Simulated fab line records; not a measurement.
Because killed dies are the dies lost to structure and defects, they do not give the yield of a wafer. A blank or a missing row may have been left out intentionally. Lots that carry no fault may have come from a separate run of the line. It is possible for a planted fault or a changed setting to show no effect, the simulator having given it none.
fab line records	flow nandHarc
[record] lots = 12	wafers = 36	lastDay = 34
route steps=1302 shown P_GATE@185 P_CONTACT@233 END@1302
lots with no fault: from the same line, run without faults
startH: hours from the record's opening day to when the first of the lot's shown wafers began	waitH: hours from the lot's prior step to this one	" identical to the entry in the row above	L1.1+2: several wafers, shown together as one row	- no value, or no start was given	* or withheld: withheld	< > ~ a bound
route shown NAME@n: NAME is a module with steps in the file, n the number in the route of the first one	usual: mean/standard deviation taken from wafers without a fault	same: alike in all rows	chamber/n: place in a boat	sites: the reading at each site	_std_site: the standard deviation of these	_edge_site: the outer-site mean with the inner-site mean subtracted	radiusMm: for every site, how far away it sits from the centre of the wafer	mask NAME#n: copy n	behind: the tool/chamber that last shaped the wafer	hold: what put the lot on hold/how long, in hours/how the hold closed	device: the transistor (n, p or np) that didn't switch	end of line: the same wafers' tests at the end of the route	for a step that has no rows: nothing shown but its recipe	killed: at the first sort, the dies lost to defects and structure; wafer yield is something else	map: a wafer's dies, x killed, . not, _ none there
set.NAME: the setting the step ran with; set.NAME@STEP: the setting that earlier step ran with	model.NAME: the simulator's own value behind a step, which no gauge read
the route's steps for a sample of lots (tables are steps, rows are wafers)
services: from which hour (startH, from the record's first day; less than 0 if before it) a tool's chamber was out of use, for how many hours, and why
[[steps]]
[step NHARC_P_GATE_CD_MEAS_59]
[recipe] targetCdNm = 720	landingEnergyEv = 500
[usual] cdNm = 721.3/2.4
lot.wafer	tool	chamber	startH	waitH	cdNm
L980.1	cdSem-03	0	106.95	-	722.1
L980.3	"	0	"	"	718.9
L980.6	"	0	"	"	719.1
L984.2	cdSem-01	0	150.40	-	720.8
L984.3	"	0	"	"	719.9
L984.5	"	0	"	"	717.6
L992.3	cdSem-02	0	229.69	-	721.3
L992.5	"	0	"	"	720.9
L992.6	"	0	"	"	720.2
L993.1	cdSem-02	0	258.96	-	720.1
L993.3	"	0	"	"	725.6
L993.6	"	0	"	"	722.8
L994.4	cdSem-03	0	259.34	-	723.5
L994.5	"	0	"	"	720.8
L994.6	"	0	"	"	721.5
L996.3	cdSem-03	0	269.45	-	723.3
L996.5	"	0	"	"	720.5
L996.6	"	0	"	"	716.4
L995.2	cdSem-03	0	270.05	-	721.8
L995.4	"	0	"	"	720.5
L995.5	"	0	"	"	723.2
L997.1	cdSem-01	0	277.51	-	718.6
L997.2	"	0	"	"	721.6
L997.5	"	0	"	"	717.0
L999.1	cdSem-02	0	302.62	-	721.9
L999.2	"	0	"	"	721.6
L999.6	"	0	"	"	721.2
L100.2	cdSem-02	0	311.85	-	725.5
L100.3	"	0	"	"	722.3
L100.4	"	0	"	"	722.4
L102.1	cdSem-03	0	332.68	-	721.9
L102.4	"	0	"	"	723.5
L102.6	"	0	"	"	721.5
L101.1	cdSem-03	0	332.86	-	718.9
L101.2	"	0	"	"	719.9
L101.5	"	0	"	"	720.4
[step NHARC_P_CONTACT_OVL_MEAS_13]
[usual] overlayXNm = 0.0/0.81	overlayYNm = 0.1/0.92
lot.wafer	tool	chamber	startH	waitH	overlayXNm	overlayYNm
L980.1	overlay-01	-	113.77	-	-0.3	-0.4
L980.3	"	-	"	"	-0.2	-1.1
L980.6	"	-	"	"	-0.1	-0.9
L984.2	overlay-01	-	156.78	-	-0.3	0.7
L984.3	"	-	"	"	-0.3	1.3
L984.5	"	-	"	"	-0.2	1.0
L992.3	overlay-02	-	237.27	-	0.2	0.8
L992.5	"	-	"	"	0.7	1.0
L992.6	"	-	"	"	0.7	1.2
L993.1	overlay-01	-	265.46	-	1.1	-0.4
L993.3	"	-	"	"	1.7	-0.4
L993.6	"	-	"	"	1.1	0.2
L994.4	overlay-02	-	265.82	-	-0.9	0.4
L994.5	"	-	"	"	-0.3	0.1
L994.6	"	-	"	"	-0.6	0.9
L996.3	overlay-02	-	275.92	-	1.2	0.5
L996.5	"	-	"	"	0.1	0.7
L996.6	"	-	"	"	0.3	0.3
L995.2	overlay-02	-	276.70	-	0.9	1.3
L995.4	"	-	"	"	0.7	0.9
L995.5	"	-	"	"	1.6	0.8
L997.1	overlay-02	-	283.99	-	-0.4	1.1
L997.2	"	-	"	"	0.0	0.1
L997.5	"	-	"	"	-0.8	0.8
L999.1	overlay-02	-	309.12	-	0.5	0.0
L999.2	"	-	"	"	0.6	0.0
L999.6	"	-	"	"	0.2	0.8
L100.2	overlay-01	-	318.62	-	-2.0	-0.5
L100.3	"	-	"	"	-1.9	-0.2
L100.4	"	-	"	"	-1.3	-0.5
L102.1	overlay-02	-	339.67	-	-1.5	0.1
L102.4	"	-	"	"	-0.7	-0.6
L102.6	"	-	"	"	-1.0	-0.2
L101.1	overlay-02	-	339.94	-	-1.2	0.4
L101.2	"	-	"	"	-0.8	0.3
L101.5	"	-	"	"	-1.6	-0.4
[step NHARC_P_CONTACT_ETCH_35]
[recipe] targetDepthA = 390	overEtchFrac = 0.3	timeS = 65	ionEnergyEv = 80	cf4FlowSccm = 150	arFlowSccm = 0	rfW = 300	biasW = 100	chemistry = CF4
[usual] biasW = 100.01/0.28	cf4FlowSccm = 150.1/0.44	drypumpMotorCurrentA = 5.6/0.35	oesProductAu = 1.002/0.011	rfVppV = 151.3/1.2	showerheadPlenumPTorr = 1.78/0.065	throttleValvePct = 13.283/0.01	timeS = 65/0
lot.wafer	tool	chamber	startH	waitH	biasW	cf4FlowSccm	drypumpMotorCurrentA	oesProductAu	rfHoursCounterH	rfVppV	showerheadPlenumPTorr	throttleValvePct	timeS
L980.3	rieDiel-12	1	113.95	0.1	100.09	149.6	5.6	1.005	0.3	149.7	1.66	13.275	65
L980.1	"	2	"	"	99.80	150.3	5.6	1.005	0.4	150.1	1.72	13.278	65
L980.6	"	2	"	"	99.71	150.5	5.6	1.008	-	150.6	1.72	13.277	65
L984.2	rieDiel-06	3	156.99	0.1	100.34	150.1	5.8	0.987	1.0	151.4	1.83	13.267	65
L984.3	"	0	"	"	99.86	149.9	5.2	0.997	0.8	152.6	1.86	13.287	65
L984.5	"	1	"	"	99.72	150.5	5.6	1.015	-	152.8	1.78	13.283	65
L992.3	rieDiel-13	0	237.47	0.1	-	-	-	-	-	-	-	-	-
L992.5	"	1	"	"	-	-	-	-	-	-	-	-	-
L992.6	"	2	"	"	-	-	-	-	-	-	-	-	-
L993.1	rieDiel-12	2	265.65	0.1	-	-	-	-	-	-	-	-	-
L993.3	"	1	"	"	-	-	-	-	-	-	-	-	-
L993.6	"	2	"	"	-	-	-	-	-	-	-	-	-
L994.4	rieDiel-06	1	266.01	0.1	-	-	-	-	-	-	-	-	-
L994.6	"	3	"	"	-	-	-	-	-	-	-	-	-
L994.5	"	0	"	"	-	-	-	-	-	-	-	-	-
L996.3	rieDiel-06	0	276.11	0.1	100.30	150.7	5.2	1.012	7.6	151.4	1.86	13.278	65
L996.5	"	2	"	"	99.60	150.3	5.5	1.007	-	153.0	1.82	13.282	65
L996.6	"	3	"	"	99.84	150.5	5.8	0.970	-	152.9	1.83	13.290	65
L995.2	rieDiel-13	1	276.89	0.1	99.87	150.1	4.9	1.011	1.8	154.1	1.87	13.279	65
L995.4	"	2	"	"	99.75	150.1	5.9	1.005	2.0	148.8	1.67	13.286	65
L995.5	"	0	"	"	99.77	150.2	4.9	1.016	-	150.7	1.78	13.288	65
L997.2	rieDiel-13	2	284.18	0.1	100.22	149.9	5.9	1.004	2.5	148.9	1.67	13.284	65
L997.1	"	3	"	"	100.15	150.0	6.0	0.998	2.6	151.8	1.80	13.276	65
L997.5	"	1	"	"	99.23	150.1	4.9	1.000	-	153.1	1.87	13.257	65
L999.2	rieDiel-12	2	309.32	0.1	99.94	150.1	5.5	0.992	0.6	150.7	1.72	13.267	65
L999.1	"	3	"	"	100.06	151.0	5.8	0.983	0.6	151.1	1.74	13.273	65
L999.6	"	1	"	"	100.23	149.7	5.6	1.012	-	148.3	1.66	13.288	65
L100.2	rieDiel-13	1	318.81	0.1	99.95	149.7	4.9	1.008	3.7	151.6	1.87	13.288	65
L100.3	"	2	"	"	100.36	150.7	5.9	0.994	3.8	150.3	1.67	13.284	65
L100.4	"	3	"	"	99.98	149.4	6.0	0.999	3.9	153.9	1.80	13.284	65
L102.1	rieDiel-12	3	339.86	0.1	100.00	150.0	5.8	0.999	1.4	150.7	1.74	13.288	65
L102.4	"	1	"	"	100.07	150.1	5.7	1.016	1.2	150.5	1.66	13.284	65
L102.6	"	3	"	"	100.23	150.0	5.8	1.001	-	151.8	1.74	13.287	65
L101.1	rieDiel-06	3	340.13	0.1	99.78	149.7	5.8	0.986	0.3	151.3	1.83	13.297	65
L101.2	"	1	"	"	99.99	149.3	5.7	0.999	0.2	151.2	1.78	13.299	65
L101.5	"	3	"	"	100.08	149.9	5.8	0.985	-	152.3	1.83	13.292	65
[step NHARC_P_CONTACT_STRIP_28]
[recipe] o2FlowSccm = 500	arFlowSccm = 0	biasW = 0	chemistry = O2
[usual] drypumpMotorCurrentA = 5.6/0.32	o2FlowSccm = 499.9/1.5	oesProductAu = 1.001/0.012	rfVppV = 57.9/0.88	showerheadPlenumPTorr = 3.53/0.13	throttleValvePct = 17.036/0.0098
lot.wafer	tool	chamber	startH	waitH	drypumpMotorCurrentA	o2FlowSccm	oesProductAu	rfHoursCounterH	rfVppV	showerheadPlenumPTorr	throttleValvePct
L980.1	rieDiel-13	2	114.84	0.1	5.9	499.8	1.000	3.1	56.1	3.33	17.039
L980.3	"	3	"	"	6.0	501.6	1.001	3.2	58.7	3.60	17.037
L980.6	"	1	"	"	4.9	497.4	1.001	-	58.8	3.74	17.049
L984.2	rieDiel-13	0	157.86	0.1	4.9	499.1	1.000	4.3	56.7	3.54	17.020
L984.3	"	1	"	"	4.9	500.0	1.020	4.5	58.1	3.74	17.028
L984.5	"	3	"	"	6.1	497.9	0.999	-	58.1	3.60	17.035
L992.3	rieDiel-06	2	238.35	0.1	5.6	500.1	1.000	6.4	58.2	3.63	17.040
L992.5	"	0	"	"	5.2	501.5	1.014	-	58.7	3.70	17.030
L992.6	"	1	"	"	5.7	497.9	1.011	-	58.7	3.56	17.031
L993.1	rieDiel-12	0	266.52	0.1	5.8	498.7	0.973	4.5	58.2	3.59	17.036
L993.3	"	2	"	"	5.6	499.7	1.020	4.0	60.5	3.43	17.042
L993.6	"	0	"	"	5.8	500.1	0.982	-	57.8	3.59	17.030
L994.4	rieDiel-12	1	266.86	0.1	5.7	500.4	1.012	4.3	58.4	3.32	17.043
L994.5	"	1	"	"	5.7	503.2	1.016	-	57.2	3.32	17.036
L994.6	"	2	"	"	5.5	502.7	1.012	-	56.8	3.43	17.042
L996.3	rieDiel-06	1	277.01	0.1	5.7	500.4	1.013	8.2	58.4	3.56	17.040
L996.5	"	2	"	"	5.5	500.8	1.003	-	58.5	3.63	17.037
L996.6	"	3	"	"	5.8	501.1	0.984	-	58.3	3.66	17.052
L995.4	rieDiel-12	2	277.76	0.1	5.6	502.3	0.981	0.0	57.1	3.43	17.037
L995.2	"	3	"	"	5.8	498.5	0.986	0.0	57.5	3.47	17.026
L995.5	"	1	"	"	5.7	500.5	1.012	-	57.9	3.32	17.050
L997.2	rieDiel-12	3	285.03	0.1	5.8	499.4	0.988	0.2	59.1	3.47	17.038
L997.1	"	1	"	"	5.7	499.0	1.009	0.2	56.0	3.32	17.026
L997.5	"	3	"	"	5.8	501.4	0.985	-	57.6	3.47	17.046
L999.2	rieDiel-13	1	310.20	0.1	4.9	501.7	1.009	3.4	59.2	3.74	17.035
L999.1	"	2	"	"	5.9	501.1	0.994	3.5	56.6	3.33	17.027
L999.6	"	0	"	"	4.9	502.9	1.011	-	58.5	3.54	17.048
L100.2	rieDiel-06	0	319.66	0.1	5.2	499.7	0.994	0.0	58.3	3.70	17.052
L100.3	"	2	"	"	5.6	500.5	1.000	0.0	57.7	3.63	17.029
L100.4	"	3	"	"	5.8	501.5	0.987	-	56.6	3.65	17.030
L102.1	rieDiel-12	3	340.73	0.1	5.9	500.2	0.973	1.8	57.2	3.47	17.037
L102.4	"	1	"	"	5.7	501.1	1.016	1.5	57.9	3.32	17.023
L102.6	"	2	"	"	5.5	501.5	0.996	-	57.7	3.42	17.036
L101.2	rieDiel-13	3	341.36	0.1	6.1	497.5	0.992	4.6	57.4	3.60	17.026
L101.1	"	2	"	"	5.9	500.9	0.992	4.3	58.2	3.33	17.023
L101.5	"	0	"	"	4.9	499.3	1.002	-	58.0	3.54	17.050
[step NHARC_END_SORT_01]
[recipe] tempC = 25
[usual] killedAtArray = 56/17	killedAtOther = 0.9/1.2	killedAtPeriphery = 3.9/2.5	killedDies = 61/17	killedOpen = 3.2/1.8	killedShort = 2.7/1.7
[same] grossDies = 677
lot.wafer	tool	chamber	startH	waitH	killedAtArray	killedAtOther	killedAtPeriphery	killedDies	killedOpen	killedShort
L992.3	prober-02	0	686.71	3.1	48	0	629	677	0	1
L992.5	prober-02	0	688.30	3.7	59	0	618	677	3	1
L992.6	prober-02	0	689.10	4.0	60	1	616	677	7	0
L993.1	prober-02	0	710.60	2.5	65	1	611	677	4	5
L993.3	prober-02	0	712.18	3.1	28	1	648	677	4	1
L993.6	prober-02	0	714.56	4.0	37	1	639	677	3	4
L994.4	prober-01	0	741.60	3.4	79	1	597	677	1	3
L994.5	prober-01	0	742.41	3.7	57	1	619	677	4	1
L994.6	prober-01	0	743.21	4.0	86	0	591	677	7	3
// killed by level:class
L992.3 P_CONTACT:areaEtch=627 A_CHANNEL_HOLE_D1:chamberFilmFlake=27 A_SGD_CUT:chamberFilmFlake=8 A_SLIT:chamberFilmFlake=7 A_CONTACT:chamberFilmFlake=3 A_ONON_D2:geometricParticle:short=1 P_STI:chamberFilmFlake=1 P_GATE:chamberFilmFlake=1
L992.5 P_CONTACT:areaEtch=612 A_CHANNEL_HOLE_D1:chamberFilmFlake=34 A_SLIT:chamberFilmFlake=8 A_SGD_CUT:chamberFilmFlake=6 A_CONTACT:chamberFilmFlake=5 P_GATE:chamberFilmFlake=4 A_M1:geometricParticle:open=2 P_M0:geometricParticle:open=1
L992.6 P_CONTACT:areaEtch=609 A_CHANNEL_HOLE_D1:chamberFilmFlake=33 A_SGD_CUT:chamberFilmFlake=6 A_SLIT:chamberFilmFlake=6 A_ZERO_WELL:chamberFilmFlake=3 A_CHANNEL_FILL_D1:chamberFilmFlake=3 A_CONTACT:chamberFilmFlake=3 A_CHANNEL_HOLE_D2:geometricParticle:open=2
L993.1 P_CONTACT:areaEtch=603 A_SLIT:chamberFilmFlake=27 A_CHANNEL_HOLE_D2:chamberFilmFlake=15 A_CONTACT:chamberFilmFlake=8 P_GATE:chamberFilmFlake=5 A_CHANNEL_HOLE_D1:chamberFilmFlake=3 P_M0:geometricParticle:short=2 A_M1:chamberFilmFlake=2
L993.3 P_CONTACT:areaEtch=645 A_SLIT:chamberFilmFlake=14 A_CHANNEL_HOLE_D1:chamberFilmFlake=4 A_CHANNEL_HOLE_D2:chamberFilmFlake=3 A_M0:geometricParticle:open=2 A_CONTACT:chamberFilmFlake=2 P_GATE:geometricParticle:short=1 A_CONTACT:geometricParticle:open=1
L993.6 P_CONTACT:areaEtch=637 A_SLIT:chamberFilmFlake=14 A_CHANNEL_HOLE_D2:chamberFilmFlake=9 A_CHANNEL_HOLE_D1:chamberFilmFlake=4 A_WL_FILL:geometricParticle:short=2 P_GATE:chamberFilmFlake=2 A_DECK1_JOINT:geometricParticle:short=1 A_CHANNEL_HOLE_D2:geometricParticle:open=1
L994.4 P_CONTACT:areaEtch=596 A_SLIT:chamberFilmFlake=34 A_CHANNEL_HOLE_D1:chamberFilmFlake=30 A_STAIRCASE:chamberFilmFlake=3 A_WL_FILL:chamberFilmFlake=3 A_CONTACT:chamberFilmFlake=3 A_M0:chamberFilmFlake=3 A_M0:geometricParticle:short=2
L994.5 P_CONTACT:areaEtch=617 A_CHANNEL_HOLE_D1:chamberFilmFlake=28 A_SLIT:chamberFilmFlake=17 A_WL_FILL:chamberFilmFlake=4 A_CHANNEL_FILL_D2:geometricParticle:open=2 A_M0:geometricParticle:open=2 P_GATE:chamberFilmFlake=2 A_CONTACT:chamberFilmFlake=2
L994.6 P_CONTACT:areaEtch=586 A_SLIT:chamberFilmFlake=39 A_CHANNEL_HOLE_D1:chamberFilmFlake=35 A_CONTACT:chamberFilmFlake=3 A_DECK1_JOINT:geometricParticle:short=2 A_DECK1_JOINT:geometricParticle:open=2 P_GATE:geometricParticle:open=1 P_M0:geometricParticle:open=1
[[services]]
tool	chamber	startH	hours	kind
rieDiel-12	-	91.40	9.0	pm
rieDiel-12	0	91.40	9.0	ventCycle
rieDiel-12	1	91.40	9.0	ventCycle
rieDiel-12	2	91.40	9.0	ventCycle
rieDiel-12	3	91.40	9.0	ventCycle
rieDiel-12	0	100.40	-	clean
rieDiel-12	1	100.40	-	clean
rieDiel-12	2	100.40	-	clean
rieDiel-12	3	100.40	-	clean
rieDiel-12	0	124.90	-	clean
rieDiel-12	1	124.90	-	clean
rieDiel-12	2	124.90	-	clean
rieDiel-12	3	124.90	-	clean
rieDiel-06	-	130.20	9.0	pm
rieDiel-13	-	165.00	9.0	pm
rieDiel-06	0	207.25	4.2	repair
rieDiel-12	3	234.56	3.0	repair
rieDiel-12	2	242.02	10.6	repair
rieDiel-12	3	246.98	3.9	repair
rieDiel-06	0	259.36	6.0	repair
rieDiel-12	-	268.40	9.0	pm
rieDiel-06	-	307.33	9.0	pm
rieDiel-06	1	317.35	10.1	repair
rieDiel-12	1	320.46	4.1	repair
[[key]]
[firstSign] step = NHARC_P_CONTACT_ETCH_35	reading = toolRecord	direction = missing
[effect] step = NHARC_END_SORT_01	reading = killedAtPeriphery	direction = up	sigmas = 99+	usual = 3.9	struck = 618.7
[moreKillsBornAt] NHARC_P_CONTACT_ETCH_35@rieDiel-12 = 1885	NHARC_P_CONTACT_ETCH_35@rieDiel-13 = 1848	NHARC_P_CONTACT_ETCH_35@rieDiel-06 = 1799
metAt NHARC_P_CONTACT_ETCH_35
struckLots L992,L993,L994
laterRowsLeftOut L992.3,L992.5,L992.6,L993.1,L993.3,L993.6,L994.4,L994.5,L994.6
testerLeftOut L992,L993,L994
notActingAt NHARC_P_GATE_CD_MEAS_59,NHARC_P_CONTACT_OVL_MEAS_13,NHARC_P_CONTACT_STRIP_28
onsetBetween 156.99 237.47
[fault] kind = skippedStepWhole	tool = rieDiel-06,rieDiel-12,rieDiel-13	chamber = -	onsetH = 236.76	steps = NHARC_P_CONTACT_ETCH_35	scope = struckLotsOnly
// testerLeftOut: of these lots the tester's yield and bins aren't shown, on N5 and GAA mostly nor the transistor test; their killed dies are dies lost to structure and defects alone, not to doping, threshold or leakage, so they don't give the yield
// laterRowsLeftOut: the simulator's readings of these wafers behind a module that went badly wrong aren't trusted and aren't shown, but for the sort
